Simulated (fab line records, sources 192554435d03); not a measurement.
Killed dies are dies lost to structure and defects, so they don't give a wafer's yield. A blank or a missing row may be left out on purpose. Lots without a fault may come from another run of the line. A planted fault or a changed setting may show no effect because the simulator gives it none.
Chamber matching | flow n5_finfet | N5_BEOL_M10_STRIP_36 on rie_diel-04: 4 sister chambers
The step strips in N2/H2. 16 wafers are shown with their chamber, then 8 later ones without.

WAFERS WITH THEIR CHAMBER
wafer  | chamber | drypump_motor_current_A (A) | showerhead_plenum_p_Torr (Torr) | throttle_valve_pct (%)
L074.2 | 2       | 6.4                         | 2.43                            | 23.54
L074.3 | 1       | 5.4                         | 2.57                            | 23.76
L074.4 | 3       | 5.7                         | 2.51                            | 23.93
L077.2 | 0       | 6.2                         | 2.43                            | 23.43
L077.5 | 1       | 5.4                         | 2.57                            | 23.74
L077.6 | 0       | 6.1                         | 2.43                            | 23.43
L080.1 | 2       | 6.4                         | 2.42                            | 23.57
L080.4 | 1       | 5.4                         | 2.56                            | 23.80
L080.5 | 3       | 5.7                         | 2.51                            | 23.90
L081.2 | 1       | 5.4                         | 2.56                            | 23.81
L081.4 | 0       | 6.2                         | 2.43                            | 23.39
L081.6 | 2       | 6.4                         | 2.42                            | 23.59
L086.1 | 1       | 5.4                         | 2.56                            | 23.80
L086.2 | 3       | 5.7                         | 2.50                            | 23.94
L086.4 | 2       | 6.4                         | 2.42                            | 23.56
L091.1 | 2       | 6.4                         | 2.42                            | 23.63

SIGNATURES (means of the wafers above)
reading                  | chamber 0 | chamber 1 | chamber 2 | chamber 3 | scatter within a chamber
drypump_motor_current_A  | 6.167     | 5.400     | 6.400     | 5.700     | 0.0236
showerhead_plenum_p_Torr | 2.4300    | 2.5640    | 2.4220    | 2.5067    | 0.00471
throttle_valve_pct       | 23.4167   | 23.7820   | 23.5780   | 23.9233   | 0.0293
Rule: a wafer's distance from a chamber is the root of the sum, over the readings, of the square of ((its reading less the chamber's mean) divided by the reading's scatter). The wafer belongs to the nearest chamber; if the next one is less than 2 further off, it can't be placed. The scatter: the root of (the sum of the squares of (reading less its chamber's mean) over the shown wafers, divided by (wafers less chambers)).

WAFERS WITHOUT THEIR CHAMBER
wafer  | drypump_motor_current_A (A) | showerhead_plenum_p_Torr (Torr) | throttle_valve_pct (%)
L091.3 | 5.7                         | 2.50                            | 23.96
L091.4 | 6.2                         | 2.42                            | 23.44
L089.1 | 6.4                         | 2.42                            | 23.58
L089.4 | 6.1                         | 2.42                            | 23.46
L089.6 | 5.6                         | 2.49                            | 23.94
L095.1 | 6.4                         | 2.41                            | 23.63
L095.2 | 5.4                         | 2.55                            | 23.83
L095.4 | 6.1                         | 2.42                            | 23.46

WHICH CHAMBER EACH WENT THROUGH
wafer  | from the rows above | in truth
L091.3 | 3                   | 3
L091.4 | 0                   | 0
L089.1 | 2                   | 2
L089.4 | 0                   | 0
L089.6 | 3                   | 3
L095.1 | 2                   | 2
L095.2 | 1                   | 1
L095.4 | 0                   | 0
Placed correctly: 8 of 8. Can't be placed from these rows: 0. Placed wrongly: 0.
